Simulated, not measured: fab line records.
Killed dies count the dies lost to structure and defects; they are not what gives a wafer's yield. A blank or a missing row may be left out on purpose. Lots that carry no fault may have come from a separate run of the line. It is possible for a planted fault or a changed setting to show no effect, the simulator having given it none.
fab line records	flow nandHarc
record: lots: 14	wafers: 42	lastDay: 26
route steps=1159 shown A_STAIRCASE@705 A_SGD_CUT@762
lots that met no fault: taken from a fault-free run of the same line
startH: hours from the record's opening day to when the first of the lot's shown wafers began	waitH: how many hours have passed since the lot's step before this one	" identical to the entry in the row above	L1.1+2: a row that stands for several wafers	- no value, or no start was given	* or withheld: withheld	< > ~ a bound
route shown NAME@n: a module of which the file shows steps, and the number in the route of the first	usual: mean/standard deviation of fault-free wafers	same: alike in all rows	chamber/n: place in a boat	sites: each site's reading	_std_site: the standard deviation of these	_edge_site: inner sites' mean taken away from outer sites' mean	radiusMm: how far each site lies from the wafer's centre	mask NAME#n: copy n	behind: the tool/chamber that last shaped the wafer	hold: what put the lot on hold/how long, in hours/how the hold closed	device: transistor that didn't switch, given as n, p or np	end of line: at the end of the route, the tests of the same wafers	a step given without rows: its recipe and nothing more	killed: dies that structure and defects cost at the first sort, which is not the same as the wafer's yield	map: a wafer's dies, x killed, . not, _ none there
set.NAME: the run value of the setting; set.NAME@STEP: its run value at that earlier step	model.NAME: the simulator's own value behind a step, which no gauge read
the route's steps for a sample of lots (tables are steps, rows are wafers)
services: the hour from which a tool's chamber was out of use, counted from the record's first day as startH (under 0 if before that day), plus the number of hours and why
== steps ==
step: NHARC_A_STAIRCASE_ALD_420
recipe: targetThkA: 200	pulseTimeS: 6	aldCycles: 200	tempC: 300	material: SiO2
usual: heaterPowerW: 475/49	precursorPulseHeightRel: 1.003/0.02
same: pulseTimeS: 6
lot.wafer	tool	chamber	startH	waitH	heaterPowerW	precursorPulseHeightRel	sinceWetCleanH
L858.3	aldHk-04	0	270.56	-	496	0.989	74
L858.4	"	1	"	"	493	1.011	74
L858.5	"	2	"	"	547	0.976	-
L859.3	aldHk-01	0	281.38	-	382	0.999	41
L859.1	"	3	"	"	476	1.078	42
L859.6	"	1	"	"	377	0.977	-
L861.3	aldHk-02	3	304.26	-	429	0.985	15
L861.1	"	0	"	"	513	0.969	15
L861.5	"	0	"	"	518	1.009	-
L864.1	aldHk-02	2	328.30	-	483	0.984	39
L864.4	"	3	"	"	414	1.018	39
L864.5	"	2	"	"	492	1.037	-
L867.4	aldHk-01	0	332.10	-	393	1.029	92
L867.2	"	1	"	"	384	0.963	92
L867.5	"	2	"	"	474	1.018	-
L868.4	aldHk-04	3	364.91	-	393	0.997	168
L868.2	"	0	"	"	489	0.998	168
L868.6	"	2	"	"	563	0.969	-
L872.3	aldHk-02	0	376.39	-	514	1.006	87
L872.1	"	3	"	"	421	0.993	87
L872.6	"	1	"	"	512	1.002	-
L875.3	aldHk-01	3	380.01	-	488	1.014	140
L875.2	"	0	"	"	380	1.008	140
L875.4	"	2	"	"	481	1.031	140
L873.2	aldHk-02	0	384.32	-	519	1.005	95
L873.3	"	1	"	"	514	0.994	95
L873.4	"	2	"	"	495	1.024	95
L876.4	aldHk-02	0	396.55	-	519	1.012	107
L876.2	"	2	"	"	492	0.993	107
L876.5	"	1	"	"	502	1.030	-
L879.4	aldHk-04	1	409.13	-	517	1.012	34
L879.1	"	3	"	"	402	0.949	34
L879.5	"	1	"	"	505	1.010	-
L877.4	aldHk-04	3	411.10	-	394	1.021	36
L877.3	"	1	"	"	497	1.019	36
L877.6	"	0	"	"	484	1.008	-
L880.1	aldHk-04	3	417.94	-	385	1.010	43
L880.2	"	0	"	"	496	1.006	43
L880.4	"	1	"	"	525	1.015	43
L881.3	aldHk-02	2	423.00	-	491	0.987	133
L881.2	"	3	"	"	426	1.008	133
L881.5	"	2	"	"	502	1.005	-
step: NHARC_A_STAIRCASE_DEP_322
recipe: targetThkA: 38000	tempC: 400	targetThkNm: 3800	teosFlowSccm: 200	rfW: 500	material: SiO2
usual: heaterPowerW: 681/110
lot.wafer	tool	chamber	startH	waitH	heaterPowerW	sinceWetCleanH
L858.3	pecvd-01	0	286.71	0.2	874	36
L858.4	"	2	"	"	657	-
L858.5	"	0	"	"	713	-
L859.3	pecvd-01	1	296.76	0.1	801	47
L859.1	"	2	"	"	642	47
L859.6	"	2	"	"	651	-
L861.3	pecvd-01	2	320.82	0.1	719	71
L861.1	"	1	"	"	795	71
L861.5	"	2	"	"	638	-
L864.1	pecvd-01	1	344.57	0.3	753	94
L864.4	"	2	"	"	652	-
L864.5	"	1	"	"	641	-
L867.2	pecvd-01	0	351.13	0.3	719	101
L867.4	"	1	"	"	634	-
L867.5	"	0	"	"	700	-
L868.2	pecvd-03	0	380.93	0.3	588	76
L868.6	"	1	"	"	684	-
L868.4	"	0	"	"	493	-
L872.3	pecvd-01	2	391.81	0.1	662	142
L872.1	"	0	"	"	864	142
L872.6	"	0	"	"	701	-
L875.2	pecvd-01	0	395.49	0.2	771	145
L875.3	"	1	"	"	725	145
L875.4	"	2	"	"	642	-
L873.2	pecvd-04	0	401.33	0.1	616	12
L873.3	"	0	"	"	542	-
L873.4	"	2	"	"	646	-
L876.2	pecvd-01	0	412.23	0.4	831	162
L876.4	"	0	"	"	698	-
L876.5	"	0	"	"	701	-
L877.3	pecvd-04	2	426.48	0.5	811	37
L877.6	"	0	"	"	526	-
L877.4	"	1	"	"	518	-
L879.1	pecvd-03	0	426.78	0.8	522	122
L879.4	"	2	"	"	733	-
L879.5	"	1	"	"	693	-
L880.1	pecvd-01	0	435.27	0.1	814	4
L880.2	"	2	"	"	809	4
L880.4	"	0	"	"	714	-
L881.2	pecvd-01	0	438.35	0.2	866	7
L881.3	"	1	"	"	767	7
L881.5	"	1	"	"	658	-
step: NHARC_A_STAIRCASE_CMP_450
recipe: targetThkNm: 200	material: SiO2
usual: edgeZonePressureFrac: 0.999/0.0056	motorCurrentA: 11.7/1.2	slurryFilterDpKPa: 13.49/0.14
lot.wafer	tool	chamber	startH	waitH	edgeZonePressureFrac	motorCurrentA	slurryFilterDpKPa
L858.4	cmp-03	0	305.02	-	0.996	10.2	13.39
L858.3	"	1	"	"	0.998	9.9	13.61
L858.5	"	0	"	"	1.000	10.1	13.57
L859.1	cmp-03	1	318.05	-	0.996	10.8	13.48
L859.3	"	2	"	"	1.000	11.5	13.67
L859.6	"	0	"	"	1.008	9.8	13.51
L861.1	cmp-04	3	347.31	-	1.000	13.5	13.72
L861.3	"	0	"	"	0.993	12.2	13.92
L861.5	"	3	"	"	1.008	14.1	13.57
L864.4	cmp-03	1	364.81	-	1.003	10.8	13.36
L864.1	"	2	"	"	1.010	11.4	13.49
L864.5	"	1	"	"	1.009	10.3	13.55
L867.4	cmp-03	0	370.35	-	1.000	10.3	13.69
L867.2	"	3	"	"	1.002	10.6	13.40
L867.5	"	0	"	"	0.988	9.6	13.31
L868.2	cmp-03	2	402.29	-	1.006	11.4	13.54
L868.4	"	3	"	"	1.009	11.7	13.58
L868.6	"	3	"	"	0.998	11.8	13.55
L872.3	cmp-04	0	410.64	-	0.998	11.9	13.27
L872.1	"	1	"	"	1.002	11.3	13.57
L872.6	"	3	"	"	1.014	13.6	13.50
L875.4	cmp-01	3	410.75	-	1.004	11.9	13.43
L875.3	"	0	"	"	0.998	12.6	13.17
L875.2	"	2	"	"	0.997	13.7	13.63
L873.4	cmp-04	1	422.74	-	1.002	11.3	13.62
L873.3	"	3	"	"	1.000	13.9	13.33
L873.2	"	0	"	"	0.987	11.9	13.39
L876.2	cmp-01	1	433.00	-	0.997	12.0	13.43
L876.4	"	2	"	"	0.997	13.7	13.64
L876.5	"	3	"	"	1.007	11.4	13.51
L879.4	cmp-04	2	445.23	-	0.992	12.4	13.55
L879.1	"	3	"	"	1.003	14.2	13.50
L879.5	"	2	"	"	0.996	12.4	13.62
L877.3	cmp-03	1	445.53	-	0.993	10.4	13.48
L877.4	"	2	"	"	1.000	12.1	13.37
L877.6	"	3	"	"	0.998	11.1	13.45
L881.2	cmp-04	1	456.87	-	0.996	11.6	13.58
L881.3	"	3	"	"	0.986	14.2	13.33
L881.5	"	1	"	"	0.999	11.2	13.65
L880.1	cmp-01	1	457.42	-	1.001	12.3	13.56
L880.2	"	2	"	"	0.999	13.9	13.35
L880.4	"	0	"	"	1.003	12.9	13.64
step: NHARC_A_SGD_CUT_ETCH_58
recipe: targetDepthA: 390	overEtchFrac: 0.3	timeS: 65	ionEnergyEv: 80	cf4FlowSccm: 150	arFlowSccm: 0	rfW: 300	biasW: 100	chemistry: CF4
usual: biasW: 100.01/0.29	cf4FlowSccm: 150.0/0.44	chamberPressureMTorr: 50.00/0.045	drypumpMotorCurrentA: 5.7/0.4	oesProductAu: 1.006/0.0093	rfVppV: 151.6/1.2	showerheadPlenumPTorr: 1.78/0.076	throttleValvePct: 13.285/0.0088	timeS: 65/0
lot.wafer	tool	chamber	startH	waitH	biasW	cf4FlowSccm	chamberPressureMTorr	drypumpMotorCurrentA	oesProductAu	rfHoursCounterH	rfVppV	showerheadPlenumPTorr	throttleValvePct	timeS
L858.3	rieDiel-01	2	307.87	0.1	100.17	149.8	49.95	5.0	1.000	12	152.5	1.80	13.292	65
L858.4	"	3	"	"	99.71	150.1	49.99	5.5	0.992	13	151.4	1.68	13.283	65
L858.5	"	2	"	"	100.18	149.4	50.12	5.0	0.999	-	150.8	1.80	13.288	65
L859.3	rieDiel-04	3	320.76	0.1	99.87	149.4	49.98	6.2	1.013	2	150.7	1.74	13.272	65
L859.1	"	0	"	"	100.33	150.4	49.97	5.7	1.003	2	154.9	1.88	13.274	65
L859.6	"	1	"	"	100.26	149.9	50.02	5.2	0.994	-	153.1	1.87	13.297	65
L861.3	rieDiel-04	1	350.05	0.1	99.38	150.2	49.96	5.2	1.018	4	151.3	1.87	13.294	65
L861.1	"	2	"	"	99.16	150.2	50.01	5.8	0.992	4	152.5	1.89	13.296	65
L861.5	"	0	"	"	100.12	150.4	49.97	5.7	1.012	-	152.5	1.88	13.292	65
L864.4	rieDiel-04	2	367.67	0.1	99.98	150.2	49.97	5.8	0.981	5	152.4	1.89	13.272	65
L864.1	"	1	"	"	99.98	149.9	49.98	5.2	0.995	5	152.3	1.87	13.285	65
L864.5	"	3	"	"	100.17	149.7	49.97	6.2	1.014	-	150.6	1.74	13.292	65
L867.2	rieDiel-04	0	373.45	0.1	-	-	-	-	-	-	-	-	-	-
L867.4	"	1	"	"	-	-	-	-	-	-	-	-	-	-
L867.5	"	3	"	"	-	-	-	-	-	-	-	-	-	-
L868.4	rieDiel-02	3	405.22	0.1	-	-	-	-	-	-	-	-	-	-
L868.2	"	0	"	"	-	-	-	-	-	-	-	-	-	-
L868.6	"	2	"	"	-	-	-	-	-	-	-	-	-	-
L872.3	rieDiel-01	2	413.53	0.1	99.79	150.4	50.02	5.0	1.024	4	152.0	1.80	13.290	65
L872.1	"	3	"	"	100.03	149.9	49.95	5.6	1.007	4	149.3	1.68	13.277	65
L872.6	"	1	"	"	99.46	149.9	50.07	5.6	1.005	-	152.0	1.79	13.287	65
L875.4	rieDiel-04	2	413.76	0.1	100.19	150.2	50.02	5.8	0.996	10	153.0	1.89	13.302	65
L875.3	"	3	"	"	100.05	149.7	50.02	6.2	1.015	9	150.1	1.74	13.282	65
L875.2	"	0	"	"	99.91	149.4	49.90	5.7	1.001	9	153.2	1.88	13.284	65
L873.3	rieDiel-02	2	425.80	0.1	100.18	150.0	50.00	5.4	0.994	8	152.1	1.74	13.271	65
L873.2	"	3	"	"	99.69	149.5	49.97	6.2	1.007	9	149.4	1.65	13.284	65
L873.4	"	0	"	"	99.58	149.8	49.98	5.5	0.998	10	151.8	1.79	13.275	65
L876.2	rieDiel-01	1	436.17	0.1	100.51	149.9	49.98	5.6	1.011	5	151.2	1.79	13.268	65
L876.5	"	2	"	"	100.28	149.9	49.97	5.1	1.013	-	151.5	1.80	13.280	65
L876.4	"	0	"	"	99.52	150.5	50.04	6.4	1.009	-	151.0	1.78	13.280	65
L879.1	rieDiel-01	1	448.38	0.1	99.62	150.1	49.97	5.6	1.012	8	151.1	1.79	13.284	65
L879.4	"	3	"	"	99.85	150.6	50.06	5.6	1.008	6	150.8	1.67	13.282	65
L879.5	"	2	"	"	100.17	149.3	49.98	5.0	1.007	-	152.8	1.80	13.275	65
L877.3	rieDiel-02	3	448.50	0.1	100.13	149.0	49.99	6.1	1.021	11	150.0	1.65	13.281	65
L877.4	"	0	"	"	99.63	148.9	50.07	5.5	1.001	12	152.2	1.79	13.276	65
L877.6	"	2	"	"	99.81	150.9	50.00	5.3	1.001	-	151.2	1.74	13.296	65
L881.2	rieDiel-01	0	459.75	0.1	100.02	149.6	50.03	6.4	1.029	8	152.1	1.78	13.279	65
L881.3	"	1	"	"	99.95	150.7	50.06	5.6	1.004	9	153.2	1.79	13.279	65
L881.5	"	3	"	"	100.26	150.2	50.04	5.5	1.011	-	149.3	1.67	13.273	65
L880.4	rieDiel-04	2	460.36	0.1	100.31	149.4	50.03	5.8	0.995	14	152.9	1.89	13.287	65
L880.2	"	3	"	"	100.25	149.6	50.02	6.2	1.010	14	150.1	1.74	13.278	65
L880.1	"	0	"	"	100.19	149.6	49.95	5.7	1.010	15	153.1	1.88	13.280	65
== services ==
tool	chamber	startH	hours	kind
rieDiel-01	3	258.18	6.2	repair
cmp-03	-	261.93	4.0	pm
cmp-01	-	266.31	0.3	repair
rieDiel-01	2	271.64	1.8	repair
rieDiel-04	-	273.20	0.3	repair
cmp-01	-	277.53	4.0	pm
aldHk-02	-	280.00	10.0	pm
rieDiel-02	3	281.90	2.9	repair
rieDiel-04	-	289.07	9.0	pm
cmp-04	-	302.87	4.0	pm
rieDiel-01	-	314.80	9.0	pm
cmp-03	-	346.96	0.8	repair
rieDiel-01	0	351.34	3.3	repair
cmp-03	-	359.93	4.0	pm
rieDiel-01	1	367.25	9.1	repair
rieDiel-01	0	371.65	7.3	repair
cmp-04	-	400.87	4.0	pm
rieDiel-01	3	417.50	6.4	repair
rieDiel-04	2	417.78	2.6	repair
pecvd-01	-	418.55	13.0	pm
rieDiel-04	2	428.72	7.5	repair
rieDiel-01	3	435.57	9.0	repair
cmp-03	-	457.93	4.0	pm
aldHk-02	-	458.22	10.0	pm
== key ==
firstSign: step: NHARC_A_SGD_CUT_ETCH_58	reading: toolRecord	direction: missing
effect none on later readings
metAt NHARC_A_SGD_CUT_ETCH_58
struckLots L867,L868
laterRowsLeftOut L867.2,L867.4,L867.5,L868.2,L868.4,L868.6
sortLeftOut L867.2,L867.4,L867.5,L868.2,L868.4,L868.6
testerLeftOut L867,L868
notActingAt NHARC_A_STAIRCASE_ALD_420,NHARC_A_STAIRCASE_DEP_322,NHARC_A_STAIRCASE_CMP_450
onsetBetween 367.67 373.45
fault: kind: skippedStepWhole	tool: rieDiel-02,rieDiel-04	chamber: -	onsetH: 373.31	steps: NHARC_A_SGD_CUT_ETCH_58	scope: struckLotsOnly
testerLeftOut: of these lots the tester's yield and bins aren't shown, on N5 and GAA mostly nor the transistor test; their killed dies are dies lost to structure and defects alone, not to doping, threshold or leakage, so they don't give the yield
sortLeftOut: the simulated sort isn't trusted on such a fault, so these wafers' sort isn't shown, and their yield isn't known
laterRowsLeftOut: the simulator's readings of these wafers behind a module that went badly wrong aren't trusted and aren't shown, but for the sort
